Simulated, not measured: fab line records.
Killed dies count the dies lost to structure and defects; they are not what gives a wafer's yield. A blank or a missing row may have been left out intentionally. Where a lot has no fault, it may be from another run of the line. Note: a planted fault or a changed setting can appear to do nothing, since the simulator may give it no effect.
Lot-split experiment :: flow n5 finfet :: 21 wafers read across 7 lots, on a route 1938 steps long

THE SPLIT
At N5_BEOL_M0_SAQP_COAT_105 (time 60 s, resist thk 100 nm), the setting spin rpm was moved away from the recipe's 1500 rpm on 4 of the 21 wafers read, by -6.1% to +5.9%. This setting was run at the recipe's value on the other wafers.

The split's own step is where the reading is taken.

THE READING
SOC_of_BEOL_M0_SAQP_COAT_105.thk nm (the simulator's own value, which no gauge read), in nm, at N5_BEOL_M0_SAQP_COAT_105 (time 60 s, resist thk 100 nm). No usual value for it is given in the file. Here, 17 wafers ran the recipe; their average is 100.1 nm with a standard deviation of 0.25 nm.

wafer: L074.1
tool, chamber at the split: litho track-04, 0
spin rpm as run, rpm: 1408
against the recipe: -6.1%
SOC_of_BEOL_M0_SAQP_COAT_105.thk nm, nm: 103.4
against lot-mates on the recipe: +3.2

wafer: L074.2
tool, chamber at the split: litho track-04, 0
spin rpm as run, rpm: 1408
against the recipe: -6.1%
SOC_of_BEOL_M0_SAQP_COAT_105.thk nm, nm: 103.6
against lot-mates on the recipe: +3.4

wafer: L074.3
tool, chamber at the split: litho track-04, 0
spin rpm as run, rpm: 1500
against the recipe: recipe
SOC_of_BEOL_M0_SAQP_COAT_105.thk nm, nm: 100.2
against lot-mates on the recipe: -

wafer: L081.1
tool, chamber at the split: litho track-04, 0
spin rpm as run, rpm: 1589
against the recipe: +5.9%
SOC_of_BEOL_M0_SAQP_COAT_105.thk nm, nm: 97.6
against lot-mates on the recipe: -2.4

wafer: L081.3
tool, chamber at the split: litho track-04, 0
spin rpm as run, rpm: 1500
against the recipe: recipe
SOC_of_BEOL_M0_SAQP_COAT_105.thk nm, nm: 99.8
against lot-mates on the recipe: -

wafer: L081.4
tool, chamber at the split: litho track-04, 0
spin rpm as run, rpm: 1500
against the recipe: recipe
SOC_of_BEOL_M0_SAQP_COAT_105.thk nm, nm: 100.2
against lot-mates on the recipe: -

wafer: L086.3
tool, chamber at the split: litho track-04, 0
spin rpm as run, rpm: 1500
against the recipe: recipe
SOC_of_BEOL_M0_SAQP_COAT_105.thk nm, nm: 99.8
against lot-mates on the recipe: -

wafer: L086.4
tool, chamber at the split: litho track-04, 0
spin rpm as run, rpm: 1500
against the recipe: recipe
SOC_of_BEOL_M0_SAQP_COAT_105.thk nm, nm: 100.2
against lot-mates on the recipe: -

wafer: L086.5
tool, chamber at the split: litho track-04, 0
spin rpm as run, rpm: 1500
against the recipe: recipe
SOC_of_BEOL_M0_SAQP_COAT_105.thk nm, nm: 100
against lot-mates on the recipe: -

wafer: L090.1
tool, chamber at the split: litho track-04, 0
spin rpm as run, rpm: 1500
against the recipe: recipe
SOC_of_BEOL_M0_SAQP_COAT_105.thk nm, nm: 100.6
against lot-mates on the recipe: -

wafer: L090.3
tool, chamber at the split: litho track-04, 0
spin rpm as run, rpm: 1500
against the recipe: recipe
SOC_of_BEOL_M0_SAQP_COAT_105.thk nm, nm: 100
against lot-mates on the recipe: -

wafer: L090.4
tool, chamber at the split: litho track-04, 0
spin rpm as run, rpm: 1500
against the recipe: recipe
SOC_of_BEOL_M0_SAQP_COAT_105.thk nm, nm: 100.4
against lot-mates on the recipe: -

wafer: L092.3
tool, chamber at the split: litho track-03, 0
spin rpm as run, rpm: 1500
against the recipe: recipe
SOC_of_BEOL_M0_SAQP_COAT_105.thk nm, nm: 99.8
against lot-mates on the recipe: -

wafer: L092.5
tool, chamber at the split: litho track-03, 0
spin rpm as run, rpm: 1500
against the recipe: recipe
SOC_of_BEOL_M0_SAQP_COAT_105.thk nm, nm: 99.8
against lot-mates on the recipe: -

wafer: L092.6
tool, chamber at the split: litho track-03, 0
spin rpm as run, rpm: 1500
against the recipe: recipe
SOC_of_BEOL_M0_SAQP_COAT_105.thk nm, nm: 99.8
against lot-mates on the recipe: -

wafer: L095.3
tool, chamber at the split: litho track-04, 0
spin rpm as run, rpm: 1500
against the recipe: recipe
SOC_of_BEOL_M0_SAQP_COAT_105.thk nm, nm: 100.2
against lot-mates on the recipe: -

wafer: L095.4
tool, chamber at the split: litho track-04, 0
spin rpm as run, rpm: 1500
against the recipe: recipe
SOC_of_BEOL_M0_SAQP_COAT_105.thk nm, nm: 100.2
against lot-mates on the recipe: -

wafer: L095.6
tool, chamber at the split: litho track-04, 0
spin rpm as run, rpm: 1573
against the recipe: +4.9%
SOC_of_BEOL_M0_SAQP_COAT_105.thk nm, nm: 98
against lot-mates on the recipe: -2.2

wafer: L096.1
tool, chamber at the split: litho track-05, 0
spin rpm as run, rpm: 1500
against the recipe: recipe
SOC_of_BEOL_M0_SAQP_COAT_105.thk nm, nm: 100.2
against lot-mates on the recipe: -

wafer: L096.3
tool, chamber at the split: litho track-05, 0
spin rpm as run, rpm: 1500
against the recipe: recipe
SOC_of_BEOL_M0_SAQP_COAT_105.thk nm, nm: 100.4
against lot-mates on the recipe: -

wafer: L096.4
tool, chamber at the split: litho track-05, 0
spin rpm as run, rpm: 1500
against the recipe: recipe
SOC_of_BEOL_M0_SAQP_COAT_105.thk nm, nm: 100.4
against lot-mates on the recipe: -

THE FIT
A straight line over all 21 wafers: SOC_of_BEOL_M0_SAQP_COAT_105.thk nm changes by -0.497 nm for each +1% of spin rpm; r = -0.98; the points scatter about the line by 0.28 nm.
The same after taking each lot's own level away (the mean of its wafers on the recipe; 21 wafers): -0.487 nm for each +1%; r = -0.99; scatter 0.2 nm.
Per that fit: largest spin rpm move, reading shift of 3 nm.
The span of the lots' own levels, 99.80 to 100.33 nm, comes to 2.2 times the standard deviation stated above.
Hence the lot-to-lot level has little effect on the slope; both slopes agree.
Check: +2.98 nm against its lot-mates is what the line predicts for one of the wafers moved furthest among these (-6.1%) when that wafer is left out of the fit. It came out at +3.2 nm against them.

OTHER SPLITS ON THESE WAFERS
Other splits were also applied to these wafers ahead of the reading. Each is held against what the fit with the lots' levels taken away leaves over:
other split on the same wafers: N5_GATE_CUT_COAT_35 spin rpm
wafers away from the commonest value: 5
r with SOC_of_BEOL_M0_SAQP_COAT_105.thk nm (lot level and that fit taken away): -0.11

other split on the same wafers: N5_MOL_CONTACT_COAG_SPUTTER_143 target thk a
wafers away from the commonest value: 9
r with SOC_of_BEOL_M0_SAQP_COAT_105.thk nm (lot level and that fit taken away): -0.23

other split on the same wafers: N5_MOL_CONTACT_COAG_ALD_27 time s
wafers away from the commonest value: 8
r with SOC_of_BEOL_M0_SAQP_COAT_105.thk nm (lot level and that fit taken away): -0.17

other split on the same wafers: N5_BEOL_M0_SAQP_MANDREL_ETCH_20 icp w
wafers away from the commonest value: 10
r with SOC_of_BEOL_M0_SAQP_COAT_105.thk nm (lot level and that fit taken away): +0.19

THE FILE'S OWN FIT
SOC_of_BEOL_M0_SAQP_COAT_105.thk nm changes by -0.468 nm for each +1% of spin rpm, r = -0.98.
